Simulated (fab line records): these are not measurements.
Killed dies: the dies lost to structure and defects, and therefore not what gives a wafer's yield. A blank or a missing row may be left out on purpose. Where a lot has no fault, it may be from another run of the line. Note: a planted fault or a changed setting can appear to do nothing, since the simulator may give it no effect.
Matching of chambers / flow n5_finfet / 4 sister chambers for N5_MOL_CONTACT_COAG_ETCH_124 on rie_diel-04
The step etches SiNx in CH3F/O2, stops on SiOC, target depth 6.5 nm. 22 wafers are shown with their chamber, then 11 later ones without.

## WAFERS PAIRED WITH THEIR CHAMBERS
wafer=L074.1; chamber=1; drypump_motor_current_A (A)=6.2; showerhead_plenum_p_Torr (Torr)=1.97; rf_vpp_V (V)=299
wafer=L074.3; chamber=0; drypump_motor_current_A (A)=6.2; showerhead_plenum_p_Torr (Torr)=2.06; rf_vpp_V (V)=300
wafer=L074.5; chamber=2; drypump_motor_current_A (A)=5.5; showerhead_plenum_p_Torr (Torr)=2.01; rf_vpp_V (V)=296
wafer=L077.2; chamber=0; drypump_motor_current_A (A)=6.2; showerhead_plenum_p_Torr (Torr)=2.06; rf_vpp_V (V)=301
wafer=L077.5; chamber=1; drypump_motor_current_A (A)=6.2; showerhead_plenum_p_Torr (Torr)=1.97; rf_vpp_V (V)=297
wafer=L077.6; chamber=2; drypump_motor_current_A (A)=5.6; showerhead_plenum_p_Torr (Torr)=2.00; rf_vpp_V (V)=296
wafer=L082.2; chamber=1; drypump_motor_current_A (A)=6.2; showerhead_plenum_p_Torr (Torr)=1.97; rf_vpp_V (V)=297
wafer=L082.3; chamber=0; drypump_motor_current_A (A)=6.2; showerhead_plenum_p_Torr (Torr)=2.05; rf_vpp_V (V)=302
wafer=L082.5; chamber=2; drypump_motor_current_A (A)=5.6; showerhead_plenum_p_Torr (Torr)=2.00; rf_vpp_V (V)=297
wafer=L084.2; chamber=1; drypump_motor_current_A (A)=6.2; showerhead_plenum_p_Torr (Torr)=1.97; rf_vpp_V (V)=298
wafer=L084.4; chamber=1; drypump_motor_current_A (A)=6.2; showerhead_plenum_p_Torr (Torr)=1.96; rf_vpp_V (V)=299
wafer=L084.5; chamber=0; drypump_motor_current_A (A)=6.2; showerhead_plenum_p_Torr (Torr)=2.05; rf_vpp_V (V)=302
wafer=L085.2; chamber=3; drypump_motor_current_A (A)=5.5; showerhead_plenum_p_Torr (Torr)=2.05; rf_vpp_V (V)=299
wafer=L085.3; chamber=1; drypump_motor_current_A (A)=6.2; showerhead_plenum_p_Torr (Torr)=1.96; rf_vpp_V (V)=298
wafer=L085.4; chamber=1; drypump_motor_current_A (A)=6.2; showerhead_plenum_p_Torr (Torr)=1.96; rf_vpp_V (V)=299
wafer=L088.1; chamber=3; drypump_motor_current_A (A)=5.5; showerhead_plenum_p_Torr (Torr)=2.05; rf_vpp_V (V)=298
wafer=L088.2; chamber=2; drypump_motor_current_A (A)=5.5; showerhead_plenum_p_Torr (Torr)=2.00; rf_vpp_V (V)=296
wafer=L088.4; chamber=2; drypump_motor_current_A (A)=5.5; showerhead_plenum_p_Torr (Torr)=2.00; rf_vpp_V (V)=297
wafer=L089.2; chamber=3; drypump_motor_current_A (A)=5.5; showerhead_plenum_p_Torr (Torr)=2.05; rf_vpp_V (V)=299
wafer=L089.3; chamber=0; drypump_motor_current_A (A)=6.2; showerhead_plenum_p_Torr (Torr)=2.05; rf_vpp_V (V)=301
wafer=L089.5; chamber=0; drypump_motor_current_A (A)=6.2; showerhead_plenum_p_Torr (Torr)=2.05; rf_vpp_V (V)=301
wafer=L090.2; chamber=0; drypump_motor_current_A (A)=6.2; showerhead_plenum_p_Torr (Torr)=2.05; rf_vpp_V (V)=301

SIGNATURES (averages over the wafers above)
reading=drypump_motor_current_A; chamber 0=6.200; chamber 1=6.200; chamber 2=5.540; chamber 3=5.500; scatter within a chamber=0.0258
reading=showerhead_plenum_p_Torr; chamber 0=2.0529; chamber 1=1.9657; chamber 2=2.0020; chamber 3=2.0500; scatter within a chamber=0.00468
reading=rf_vpp_V; chamber 0=301.14; chamber 1=298.14; chamber 2=296.40; chamber 3=298.67; scatter within a chamber=0.73
Rule: a wafer lies at a distance from a chamber equal to the root of the sum of squares, over the readings, of (its reading less the chamber's mean, divided by the reading's scatter). If the next closest chamber is less than 2 further off than the closest, the wafer can't be placed; otherwise it belongs to the closest. The scatter is the square root of a quotient: the sum, over the shown wafers, of each reading's squared deviation from its chamber's mean, divided by wafers minus chambers.

## WAFERS MISSING THEIR CHAMBER
wafer=L090.3; drypump_motor_current_A (A)=5.6; showerhead_plenum_p_Torr (Torr)=1.99; rf_vpp_V (V)=296
wafer=L090.6; drypump_motor_current_A (A)=5.5; showerhead_plenum_p_Torr (Torr)=2.05; rf_vpp_V (V)=300
wafer=L094.1; drypump_motor_current_A (A)=5.5; showerhead_plenum_p_Torr (Torr)=1.99; rf_vpp_V (V)=298
wafer=L094.2; drypump_motor_current_A (A)=6.2; showerhead_plenum_p_Torr (Torr)=1.96; rf_vpp_V (V)=298
wafer=L094.3; drypump_motor_current_A (A)=5.5; showerhead_plenum_p_Torr (Torr)=2.04; rf_vpp_V (V)=300
wafer=L095.4; drypump_motor_current_A (A)=6.2; showerhead_plenum_p_Torr (Torr)=2.05; rf_vpp_V (V)=302
wafer=L095.5; drypump_motor_current_A (A)=6.2; showerhead_plenum_p_Torr (Torr)=2.05; rf_vpp_V (V)=303
wafer=L095.6; drypump_motor_current_A (A)=6.2; showerhead_plenum_p_Torr (Torr)=1.96; rf_vpp_V (V)=298
wafer=L097.1; drypump_motor_current_A (A)=6.2; showerhead_plenum_p_Torr (Torr)=1.96; rf_vpp_V (V)=298
wafer=L097.2; drypump_motor_current_A (A)=5.6; showerhead_plenum_p_Torr (Torr)=1.99; rf_vpp_V (V)=296
wafer=L097.5; drypump_motor_current_A (A)=5.5; showerhead_plenum_p_Torr (Torr)=2.04; rf_vpp_V (V)=298

## WHICH CHAMBER EACH WENT THROUGH
wafer=L090.3; from the rows above=2; in truth=2
wafer=L090.6; from the rows above=3; in truth=3
wafer=L094.1; from the rows above=2; in truth=2
wafer=L094.2; from the rows above=1; in truth=1
wafer=L094.3; from the rows above=3; in truth=3
wafer=L095.4; from the rows above=0; in truth=0
wafer=L095.5; from the rows above=0; in truth=0
wafer=L095.6; from the rows above=1; in truth=1
wafer=L097.1; from the rows above=1; in truth=1
wafer=L097.2; from the rows above=2; in truth=2
wafer=L097.5; from the rows above=3; in truth=3
Correctly placed: 11 of 11. Can't be placed from these rows: 0. Wrongly placed: 0.
